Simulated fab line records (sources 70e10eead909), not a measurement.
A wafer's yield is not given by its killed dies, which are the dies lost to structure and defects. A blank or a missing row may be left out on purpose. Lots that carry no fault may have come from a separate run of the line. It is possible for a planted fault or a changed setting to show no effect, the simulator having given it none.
Which tool was responsible?    flow nand-harc    21 wafers from 7 lots sampled at 4 of the route's 1159 steps

WHAT THE GAUGES READ, wafer by wafer
NHARC_A_M0_CD_MEAS_09: target cd 80 nm.
lot   measured      on         cd-nm (nm)
L625  day 18 00:39  cd-sem-02  80.6 80.6 80.1
L627  day 18 19:56  cd-sem-03  79.2 80.3 79.7
L631  day 19 01:29  cd-sem-03  81.0 80.4 80.6
L632  day 20 04:29  cd-sem-01  79.9 80.2 80.5
L643  day 22 03:22  cd-sem-01  62.0 62.1 62.2
L639  day 22 21:05  cd-sem-02  69.1 69.4 69.5
L647  day 23 04:35  cd-sem-01  80.6 81.0 81.3

TOOL THAT RAN EACH LOT (tool first, then ch and the chambers of the sampled wafers, then the start)
lot   NHARC_A_BLC_DESCUM_15               NHARC_A_BLC_ETCH_16                 NHARC_A_M0_EXPOSE_06
L625  rie-diel-02 ch 0,1, day 17 20:46    rie-diel-02 ch 0,1,3, day 17 20:52  arfi-scanner-02 ch 0, day 18 00:31
L627  rie-diel-09 ch 1,2,3, day 18 10:59  rie-diel-09 ch 0,1,2, day 18 11:05  arfi-scanner-02 ch 0, day 18 19:47
L631  rie-diel-02 ch 0,1,2, day 18 21:37  rie-diel-02 ch 1,2, day 18 21:41    arfi-scanner-02 ch 0, day 19 01:22
L632  rie-diel-02 ch 1,2,3, day 19 17:55  rie-diel-02 ch 1,3, day 19 17:58    arfi-scanner-03 ch 0, day 20 04:20
L643  rie-diel-02 ch 1,2,3, day 21 23:28  rie-diel-02 ch 0,1,2, day 21 23:33  arfi-scanner-01 ch 0, day 22 03:13
L639  rie-diel-09 ch 2,3, day 22 15:27    rie-diel-09 ch 1,2,3, day 22 15:34  arfi-scanner-01 ch 0, day 22 20:56
L647  rie-diel-02 ch 0,2, day 23 00:29    rie-diel-02 ch 0,2,3, day 23 00:35  arfi-scanner-03 ch 0, day 23 04:26
- NHARC_A_BLC_DESCUM_15: chemistry O2, time 3 s.
- NHARC_A_BLC_ETCH_16: etches the open film in CF4, target depth 39 nm, time 65 s.
- NHARC_A_M0_EXPOSE_06: exposes mask A M0, target cd 80 nm.

THE ANSWER, worked out from the rows above alone
Rule: the lots themselves supply what counts as usual. Put in order of their means at a reading, lots are off if they are a third of the lots or fewer, leave a main group of 4 or more, and stand apart from it by a gap of 3 or more times the standard deviation of the main group's means; of several such gaps the widest counts. Not used: any main group whose means are identical at the precision the tables above print for the reading. Also off: a lot with no number at a reading for which 4 or more lots have one. Where the step has rows for the other lots, those lots are counted as sound.
Off: L643, L639 (NHARC_A_M0_CD_MEAS_09, cd-nm). For the main group the mean is 80.4 nm and the standard deviation 0.42.
A tool fits if, at a process step before that reading, it ran every lot that is off, and no sound lot after the first of them. Gauges at NHARC_A_M0_CD_MEAS_09: tried the same way as those tools. One fits: arfi-scanner-01 at NHARC_A_M0_EXPOSE_06. It ran no sound lot before its first lot that is off in this sample, so the start can't be narrowed down.

WHAT THE SIMULATOR PUT IN
Process parameter drift: arfi-scanner-01, from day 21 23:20 on, at NHARC_A_M0_EXPOSE_06. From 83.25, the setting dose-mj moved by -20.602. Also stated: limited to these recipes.
Lots struck among those shown: L643, L639. The rule given above showed the same thing.
